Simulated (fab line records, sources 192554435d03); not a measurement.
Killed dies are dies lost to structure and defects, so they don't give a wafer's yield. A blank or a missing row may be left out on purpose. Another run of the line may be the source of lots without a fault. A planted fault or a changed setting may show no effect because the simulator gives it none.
Split-lot study + flow n5Finfet + on a route of 1938 steps: 7 lots, 39 wafers read

== SPLIT DETAILS ==
At N5_BEOL_M0_SAQP_PECVD_00 (deposits SiCN from 3MS/NH3, target thk 8 nm, time 14 s), the setting timeS was moved away from the recipe's 14 s on 15 of the 39 wafers read, by -47.0% to +57.4%. For the rest of the wafers, this setting stayed at what the recipe calls for.

The reading comes from the split's own step.

== THE READING ==
SiCN_of_BEOL_M0_SAQP_PECVD_00.thkNm (the simulator's own value, which no gauge read), in nm, at N5_BEOL_M0_SAQP_PECVD_00 (deposits SiCN from 3MS/NH3, target thk 8 nm, time 14 s). The file gives no usual value for it. Average 8.1 nm, standard deviation 0.15 nm, over the 24 wafers here run with the recipe.

| wafer  | tool, chamber at the split | timeS as run, s | against the recipe | SiCN_of_BEOL_M0_SAQP_PECVD_00.thkNm, nm | against lot-mates on the recipe |
|--------|----------------------------|-----------------|--------------------|-----------------------------------------|---------------------------------|
| L075.1 | pecvd-01, 0                | 14              | recipe             | 8                                       | -                               |
| L075.4 | pecvd-01, 0                | 14              | recipe             | 8                                       | -                               |
| L075.2 | pecvd-01, 1                | 14              | recipe             | 7.8                                     | -                               |
| L075.3 | pecvd-01, 2,1              | 7.427           | -47.0%             | 4.2                                     | -3.7                            |
| L075.6 | pecvd-01, 2,1              | 7.427           | -47.0%             | 4.2                                     | -3.7                            |
| L075.5 | pecvd-01, 2                | 7.427           | -47.0%             | 4.4                                     | -3.5                            |
| L079.1 | pecvd-04, 2                | 22.03           | +57.4%             | 12.6                                    | +4.4                            |
| L079.5 | pecvd-04, 2                | 22.03           | +57.4%             | 12.6                                    | +4.4                            |
| L079.2 | pecvd-04, 1                | 22.03           | +57.4%             | 12.8                                    | +4.6                            |
| L079.3 | pecvd-04, 2                | 14              | recipe             | 8                                       | -                               |
| L079.4 | pecvd-04, 1                | 14              | recipe             | 8.4                                     | -                               |
| L079.6 | pecvd-04, 1                | 14              | recipe             | 8.2                                     | -                               |
| L082.1 | pecvd-01, 0,2,0            | 17.96           | +28.3%             | 10.2                                    | +2.3                            |
| L082.3 | pecvd-01, 0,2,0            | 17.96           | +28.3%             | 10.2                                    | +2.3                            |
| L082.5 | pecvd-01, 0,2,0            | 17.96           | +28.3%             | 10.2                                    | +2.3                            |
| L082.2 | pecvd-01, 1                | 14              | recipe             | 7.8                                     | -                               |
| L082.4 | pecvd-01, 1,2              | 14              | recipe             | 8                                       | -                               |
| L082.6 | pecvd-01, 1,2              | 14              | recipe             | 8                                       | -                               |
| L087.1 | pecvd-01, 0,2,0            | 10.44           | -25.4%             | 6                                       | -2.2                            |
| L087.3 | pecvd-01, 0,2,0            | 10.44           | -25.4%             | 6                                       | -2.2                            |
| L087.4 | pecvd-01, 0,2,0            | 10.44           | -25.4%             | 6                                       | -2.2                            |
| L087.2 | pecvd-01, 1,2,1            | 14              | recipe             | 8.2                                     | -                               |
| L087.5 | pecvd-01, 1,2,1            | 14              | recipe             | 8.2                                     | -                               |
| L087.6 | pecvd-01, 1,2,1            | 14              | recipe             | 8.2                                     | -                               |
| L094.1 | pecvd-04, 2                | 14              | recipe             | 8.2                                     | -                               |
| L094.6 | pecvd-04, 2                | 14              | recipe             | 8.2                                     | -                               |
| L094.3 | pecvd-04, 0                | 14              | recipe             | 8                                       | -                               |
| L095.1 | pecvd-02, 1                | 14              | recipe             | 8.2                                     | -                               |
| L095.6 | pecvd-02, 1                | 14              | recipe             | 8.2                                     | -                               |
| L095.2 | pecvd-02, 0                | 14              | recipe             | 7.8                                     | -                               |
| L095.3 | pecvd-02, 2,0,2            | 14              | recipe             | 8                                       | -                               |
| L095.4 | pecvd-02, 2,0,2            | 14              | recipe             | 8                                       | -                               |
| L095.5 | pecvd-02, 2,0,2            | 14              | recipe             | 8                                       | -                               |
| L096.1 | pecvd-04, 2,0              | 9.14            | -34.7%             | 5.2                                     | -2.9                            |
| L096.6 | pecvd-04, 2,0              | 9.14            | -34.7%             | 5.2                                     | -2.9                            |
| L096.2 | pecvd-04, 0                | 14              | recipe             | 8                                       | -                               |
| L096.3 | pecvd-04, 1                | 9.14            | -34.7%             | 5.4                                     | -2.7                            |
| L096.4 | pecvd-04, 1,2              | 14              | recipe             | 8.2                                     | -                               |
| L096.5 | pecvd-04, 1,2              | 14              | recipe             | 8.2                                     | -                               |
When a row names more than one chamber, that row covers several wafers, and the file does not tell which wafer ran in which chamber.

THE FIT
A straight line over all 39 wafers: SiCN_of_BEOL_M0_SAQP_PECVD_00.thkNm changes by +0.0801 nm for each +1% of timeS; r = +1.00; the points scatter about the line by 0.14 nm.
The same after taking each lot's own level away (the mean of its wafers on the recipe; 39 wafers): +0.0795 nm for each +1%; r = +1.00; scatter 0.12 nm.
That fit puts the effect of the largest move of timeS on the reading at 4.6 nm.
Measured against the standard deviation above, the lots' own levels, which go from 7.93 to 8.20 nm, span 1.8 times it.
The two slopes agree, so the slope changes little with the lot-to-lot level.
Check: with one of the wafers moved furthest among these (+57.4%) left out of the fit, the line predicts +4.56 nm for it against its lot-mates. It came out at +4.4 nm against them.

== THE OTHER SPLITS THESE WAFERS WENT THROUGH ==
Note: prior to the reading, these wafers also went through further splits. Each is held against what the fit with the lots' levels taken away leaves over:
| other split on the same wafers | wafers away from the commonest value | r with SiCN_of_BEOL_M0_SAQP_PECVD_00.thkNm (lot level and that fit taken away) |
|--------------------------------|--------------------------------------|--------------------------------------------------------------------------------|
| N5_ZERO_LAYER_PECVD_02 timeS   | 18                                   | -0.20                                                                          |
| N5_DUMMY_GATE_HM_DEP_06 timeS  | 33                                   | -0.23                                                                          |
| N5_HKMG_FIN_ALD_75 targetThkA  | 12                                   | +0.30                                                                          |
| N5_HKMG_FIN_ALD_72 aldCycles   | 15                                   | +0.07                                                                          |

== THE FILE'S OWN FIT ==
SiCN_of_BEOL_M0_SAQP_PECVD_00.thkNm changes by +0.0795 nm for each +1% of timeS, r = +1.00.
